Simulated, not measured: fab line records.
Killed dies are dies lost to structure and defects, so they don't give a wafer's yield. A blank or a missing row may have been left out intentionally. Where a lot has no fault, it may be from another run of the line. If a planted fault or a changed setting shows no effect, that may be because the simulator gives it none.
Split-lot experiment | flow n5_finfet | 39 wafers read across 7 lots, on a route 1938 steps long

## ON THE SPLIT
At N5_BEOL_M6_TRENCH_ETCH_37 (etches SiCOH lowk in C4F6/O2, target depth 94.435 nm, time 31.5 s), the setting time_s was moved away from the recipe's 31.5 s on 12 of the 39 wafers read, by +19.4% to +50.0%. This setting was run at the recipe's value on the other wafers.

## FROM THE SPLIT TO THE READING: what the file shows between them, 11 steps
- N5_BEOL_M6_ETCH_41: etches SiCN in CH3F/O2, target depth 29.7 nm, time 52 s
- N5_BEOL_M6_STRIP_80: strips in N2/H2, time 10 s
- N5_BEOL_M6_OCD_MEAS_38
- N5_BEOL_M6_HM_STRIP_39: strips TiN in peroxide tin strip, target depth 25 nm, time 158 s
- N5_BEOL_M6_SRD_40: time 30 s
- N5_BEOL_M6_ECD_50: material Cu, target thk 300 nm
- N5_BEOL_M6_ANNEAL_51: time 90 s
- N5_BEOL_M6_CMP_52: polishes, stops on SiCOH lowk, t overpolish 6.9 s, target thk 80 nm
- N5_BEOL_M6_THK_MEAS_53: measures by xrf
- N5_BEOL_M6_PRE_CLEAN_55: time 15 s
- N5_BEOL_M6_DEP_56: deposits SiCN from 3MS/NH3, target thk 10 nm, time 17.5 s

## THE READING
M6_RS, in ohm/sq, at N5_BEOL_M6_RS_MEAS_57 (measures by four-point-probe). A value of 0.288 ohm/sq with a standard deviation of 0.009 ohm/sq is what fault-free wafers of this fab line usually give.

wafer  | tool, chamber at the split | time_s as run, s | against the recipe | M6_RS, ohm/sq | against lot-mates on the recipe
L079.1 | rie_diel-03, 0             | 31.5             | recipe             | 0.290         | -
L079.2 | rie_diel-03, 2             | 31.5             | recipe             | 0.278         | -
L079.3 | rie_diel-03, 3             | 31.5             | recipe             | 0.293         | -
L079.4 | rie_diel-03, 0             | 31.5             | recipe             | 0.302         | -
L079.5 | rie_diel-03, 2             | 31.5             | recipe             | 0.282         | -
L079.6 | rie_diel-03, 3             | 31.5             | recipe             | 0.290         | -
L080.1 | rie_diel-03, 3             | 37.61            | +19.4%             | 0.221         | -0.059
L080.2 | rie_diel-03, 2             | 31.5             | recipe             | 0.282         | -
L080.3 | rie_diel-03, 0             | 31.5             | recipe             | 0.273         | -
L080.4 | rie_diel-03, 0             | 37.61            | +19.4%             | 0.223         | -0.057
L080.5 | rie_diel-03, 2             | 37.61            | +19.4%             | 0.220         | -0.060
L080.6 | rie_diel-03, 3             | 31.5             | recipe             | 0.286         | -
L081.1 | rie_diel-05, 2             | 31.5             | recipe             | 0.281         | -
L081.2 | rie_diel-05, 3             | 31.5             | recipe             | 0.288         | -
L081.3 | rie_diel-05, 0             | 31.5             | recipe             | 0.283         | -
L081.4 | rie_diel-05, 1             | 31.5             | recipe             | 0.283         | -
L081.5 | rie_diel-05, 2             | 31.5             | recipe             | 0.274         | -
L081.6 | rie_diel-05, 1             | 31.5             | recipe             | 0.288         | -
L084.1 | rie_diel-03, 2             | 47.24            | +50.0%             | 0.167         | -0.126
L084.2 | rie_diel-03, 3             | 31.5             | recipe             | 0.297         | -
L084.3 | rie_diel-03, 0             | 47.24            | +50.0%             | 0.171         | -0.122
L084.4 | rie_diel-03, 1             | 31.5             | recipe             | 0.290         | -
L084.5 | rie_diel-03, 3             | 31.5             | recipe             | 0.292         | -
L084.6 | rie_diel-03, 0             | 47.24            | +50.0%             | 0.171         | -0.122
L089.1 | rie_diel-05, 2             | 44.24            | +40.4%             | 0.176         | -0.104
L089.2 | rie_diel-05, 1             | 44.24            | +40.4%             | 0.180         | -0.100
L089.3 | rie_diel-05, 0             | 31.5             | recipe             | 0.286         | -
L089.4 | rie_diel-05, 3             | 31.5             | recipe             | 0.284         | -
L089.5 | rie_diel-05, 1             | 44.24            | +40.4%             | 0.179         | -0.101
L089.6 | rie_diel-05, 2             | 31.5             | recipe             | 0.269         | -
L090.1 | rie_diel-01, 0             | 31.5             | recipe             | 0.298         | -
L090.2 | rie_diel-01, 1             | 31.5             | recipe             | 0.288         | -
L090.3 | rie_diel-01, 3             | 31.5             | recipe             | 0.299         | -
L095.1 | rie_diel-03, 1             | 31.5             | recipe             | 0.307         | -
L095.2 | rie_diel-03, 2             | 31.5             | recipe             | 0.298         | -
L095.3 | rie_diel-03, 3             | 31.5             | recipe             | 0.287         | -
L095.4 | rie_diel-03, 0             | 37.65            | +19.5%             | 0.236         | -0.061
L095.5 | rie_diel-03, 2             | 37.65            | +19.5%             | 0.226         | -0.071
L095.6 | rie_diel-03, 3             | 37.65            | +19.5%             | 0.233         | -0.064

FIT RESULTS
A straight line over all 39 wafers: M6_RS changes by -0.00256 ohm/sq for each +1% of time_s; r = -0.98; the points scatter about the line by 0.0096 ohm/sq.
The same after taking each lot's own level away (the mean of its wafers on the recipe; 39 wafers): -0.00256 ohm/sq for each +1%; r = -0.99; scatter 0.0076 ohm/sq.
According to that fit, moving time_s by its largest amount changes the reading by 0.13 ohm/sq.
From 0.2797 to 0.2973 ohm/sq: that is the span of the lots' own levels, equal to 2.0 times the standard deviation above.
The two slopes are in agreement: the lot-to-lot level therefore moves the slope only a little.
Check: with one of the wafers moved furthest among these (+50.0%) left out of the fit, the line predicts -0.13 ohm/sq for it against its lot-mates. It came out at -0.126 ohm/sq against them.

## THE WHOLE CHAIN: every reading that the file lists as answering this split, in the file's order
step                      | what it does                                                        | reading                                                                          | change (the file's fit)                | r (the file's)
N5_BEOL_M6_TRENCH_ETCH_37 | etches SiCOH lowk in C4F6/O2, target depth 94.435 nm, time 31.5 s   | etch.depth_nm (the simulator's own value, which no gauge read)                   | +0.966 nm for each +1% of the setting  | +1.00
N5_BEOL_M6_TRENCH_ETCH_37 | etches SiCOH lowk in C4F6/O2, target depth 94.435 nm, time 31.5 s   | BEOL_M6.feature_depth_nm (the simulator's own value, which no gauge read)        | +0.966 nm for each +1% of the setting  | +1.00
N5_BEOL_M6_TRENCH_ETCH_37 | etches SiCOH lowk in C4F6/O2, target depth 94.435 nm, time 31.5 s   | TiN_of_BEOL_M6_HM_DEP_02.thk_nm (the simulator's own value, which no gauge read) | -0.0266 nm for each +1% of the setting | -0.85
N5_BEOL_M6_OCD_MEAS_38    |                                                                     | trench_depth_nm                                                                  | +0.965 nm for each +1% of the setting  | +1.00
N5_BEOL_M6_CMP_52         | polishes, stops on SiCOH lowk, t overpolish 6.9 s, target thk 80 nm | Cu_of_BEOL_M6_ECD_50.thk_nm (the simulator's own value, which no gauge read)     | +0.96 nm for each +1% of the setting   | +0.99
N5_BEOL_M6_THK_MEAS_53    | measures by xrf                                                     | M6_THK                                                                           | +0.978 for each +1% of the setting     | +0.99
N5_BEOL_M6_RS_MEAS_57     | measures by four-point-probe                                        | M6_RS                                                                            | -0.00259 for each +1% of the setting   | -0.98

## FILE'S OWN FIT
M6_RS changes by -0.00259 ohm/sq for each +1% of time_s, r = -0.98.
